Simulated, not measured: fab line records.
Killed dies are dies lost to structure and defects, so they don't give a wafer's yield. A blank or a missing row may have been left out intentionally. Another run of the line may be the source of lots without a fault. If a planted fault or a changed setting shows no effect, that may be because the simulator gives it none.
Comparing a struck lot with a sound one + flow nand_harc + 41 out of 1302 route steps
Sound: wafers L950.2, L950.4, L950.5. Struck: wafer L964.2. (L964.3, L964.6 of the same lot were not struck and are left out.) The cause comes at the end.
Per side, at each step with rows, come the tool, then ch with its chambers, and then its first start. Under that, the readings that differ: sound wafers + struck wafers + difference of the means + sigmas: that difference in standard deviations of wafers without a fault.
alike: same words and numbers on both sides, and readings whose means sit less than 2 such deviations apart. not compared: any withheld reading, any reading some wafer has no value for, any bound like >300 that may hide the same value, and any number with overlapping values for which the record gives no deviation.
A row with sigmas, a row that says differs or no value, or rows on one side alone: a step with any of these is where the two part. Non-overlapping numbers with no deviation appear without sigmas and do not part them. A reading missing from all wafers of one side parts the sides only when that side holds two or more wafers.

first, 1 step without rows for these wafers: NHARC_P_STI_HARDBAKE_13 (time 65 s).
NHARC_P_STI_DESCUM_14: chemistry O2, time 3 s.
  sound on rie_diel-01 ch 0,1,3, day 3 00:39; struck on rie_diel-11 ch 0, day 8 12:19
  alike: chamber_pressure_mTorr, drypump_motor_current_A, oes_product_au, rf_vpp_V, showerhead_plenum_p_Torr, throttle_valve_pct
  not compared: rf_hours_counter_h
then, 1 step without rows for these wafers: NHARC_P_STI_ETCH_42 (etches the open film in N2/H2, target depth 80 nm, overetch 24 nm, time 61 s).
NHARC_P_STI_ETCH_31: etches the open film in CF4/CHF3, target depth 108.9 nm, time 54.5 s.
  sound: rie_diel-01 ch 0,1,2; struck: rie_diel-11 ch 3
| reading                         | sound             | struck | difference | sigmas |
|---------------------------------|-------------------|--------|------------|--------|
| oes_product_au (a.u.)           | 0.982 0.963 0.953 | 0.931  | -0.035     | -2     |
| rf_vpp_V (V)                    | 369.6 366.9 366.7 | 375.5  | +7.8       | +3     |
| showerhead_plenum_p_Torr (Torr) | 1.55 1.48 1.48    | 1.68   | +0.18      | +2     |
  alike: chamber_pressure_mTorr, drypump_motor_current_A, rf_fwd_power_W, throttle_valve_pct
  not compared: rf_hours_counter_h
NHARC_P_STI_ETCH_15: etches the open film in HBr/Cl2, target depth 300 nm, time 100.1 s.
  sound on rie_si-05 ch 1,2,3, day 3 00:56; struck on rie_si-04 ch 2, day 8 12:36
  alike: chamber_pressure_mTorr, drypump_motor_current_A, oes_product_au, rf_fwd_power_W, throttle_valve_pct
  not compared: rf_hours_counter_h
NHARC_P_STI_CD_MEAS_16:
  sound on cd_sem-01, day 3 01:04; struck on cd_sem-03, day 8 12:46
  alike: cd_nm
NHARC_P_STI_OCD_MEAS_17:
  sound on ocd-01, day 3 01:10; struck on ocd-01, day 8 12:51
  alike: trench_depth_nm, trench_foot_cd_nm
then, 3 steps without rows for these wafers: NHARC_P_STI_STRIP_19 (strips in SPM, time 900 s); NHARC_P_STI_PRECLEAN_32 (cleans in SC1); NHARC_P_STI_SRD_23.
NHARC_P_STI_OCD_MEAS_43:
  sound on ocd-01, day 3 01:40; struck on ocd-01, day 8 13:21
  alike: trench_depth_nm, trench_foot_cd_nm
then, 1 step without rows for these wafers: NHARC_P_STI_OXIDE_33 (material SiO2, target thk 10 nm, ox time 281 s).
NHARC_P_STI_HDPCVD_20: deposits SiO2.
  sound on hdpcvd-01 ch 0,1, day 3 11:03; struck on hdpcvd-01 ch 0,1, day 9 10:28
then, 1 step without rows for these wafers: NHARC_P_STI_ANNEAL_34 (time 1800 s).
NHARC_P_STI_CMP_21: polishes, t overpolish 20 s, target thk 380.67 nm.
  sound on cmp-04 ch 1,2,3, day 3 19:42; struck on cmp-01 ch 0, day 9 19:07
  alike: motor_current_A, overpolish_run_s, retaining_ring_pressure_frac
then, 19 steps without rows for these wafers: NHARC_P_STI_SRD_35; NHARC_P_STI_ETCH_36 (etches SiO2 in dHF, target depth 38.8 nm); NHARC_P_STI_STRIP_24 (strips Si3N4 in H3PO4); NHARC_P_STI_ETCH_37 (etches SiO2 in dHF, target depth 11 nm); NHARC_P_STI_PRECLEAN_38 (cleans in SC1); NHARC_P_STI_SRD_39; NHARC_P_STI_OXIDE_40 (material SiO2, target thk 10 nm, ox time 1362 s); NHARC_P_GATE_ETCH_69 (etches SiO2 in dHF, target depth 14 nm); NHARC_P_GATE_PRECLEAN_70 (cleans in SC1); NHARC_P_GATE_SRD_01; NHARC_P_GATE_OXIDE_02 (material SiO2, target thk 37.5 nm, ox time 365 s); NHARC_P_GATE_DEHYDRATE_03 (time 120 s); NHARC_P_GATE_HMDS_04 (time 30 s); NHARC_P_GATE_COAT_05; NHARC_P_GATE_SOFTBAKE_06 (time 95 s); NHARC_P_GATE_EBR_07; NHARC_P_GATE_EXPOSE_08 (exposes mask P HV); NHARC_P_GATE_PEB_09 (peb time 85 s); NHARC_P_GATE_DEVELOP_10 (time 70 s).
NHARC_P_GATE_CD_MEAS_11: the cd target is 1640 nm.
  sound on cd_sem-02 ch 0, day 4 12:09; struck on cd_sem-03 ch 0, day 10 11:22
| reading    | sound                | struck | difference | sigmas |
|------------|----------------------|--------|------------|--------|
| cd_nm (nm) | 1641.3 1640.3 1642.8 | 1635.8 | -5.7       | -3     |
then, 1 step without rows for these wafers: NHARC_P_GATE_HARDBAKE_12 (time 80 s).
NHARC_P_GATE_DESCUM_13: chemistry O2, time 3 s.
  sound on rie_diel-03 ch 0,2, day 4 12:19; struck on rie_diel-05 ch 3, day 10 11:32
| reading                        | sound             | struck | difference | sigmas |
|--------------------------------|-------------------|--------|------------|--------|
| chamber_pressure_mTorr (mTorr) | 60.03 60.01 59.97 | 60.11  | +0.11      | +2     |
  alike: drypump_motor_current_A, oes_product_au, rf_vpp_V, showerhead_plenum_p_Torr, throttle_valve_pct
  not compared: rf_hours_counter_h
then, 3 steps without rows for these wafers: NHARC_P_GATE_ETCH_14 (etches SiO2 in dHF, target depth 48.8 nm); NHARC_P_GATE_STRIP_15 (strips in SPM, time 780 s); NHARC_P_GATE_PRECLEAN_71 (cleans in SC1).
-- break in the record here, with 20 days between the starts of the struck wafers on either side (left off in module P_GATE, picked up again in module END, where the first step shown is number 1302 on the route) --
NHARC_END_SORT_01:
  here the record holds rows for the struck wafers (prober-02 ch 0, day 30 15:43) but none for the sound ones

WHERE THEY PART
Last at NHARC_END_SORT_01 as far as this record goes, first at NHARC_P_STI_ETCH_31.

WHY: what had been put in by the simulator
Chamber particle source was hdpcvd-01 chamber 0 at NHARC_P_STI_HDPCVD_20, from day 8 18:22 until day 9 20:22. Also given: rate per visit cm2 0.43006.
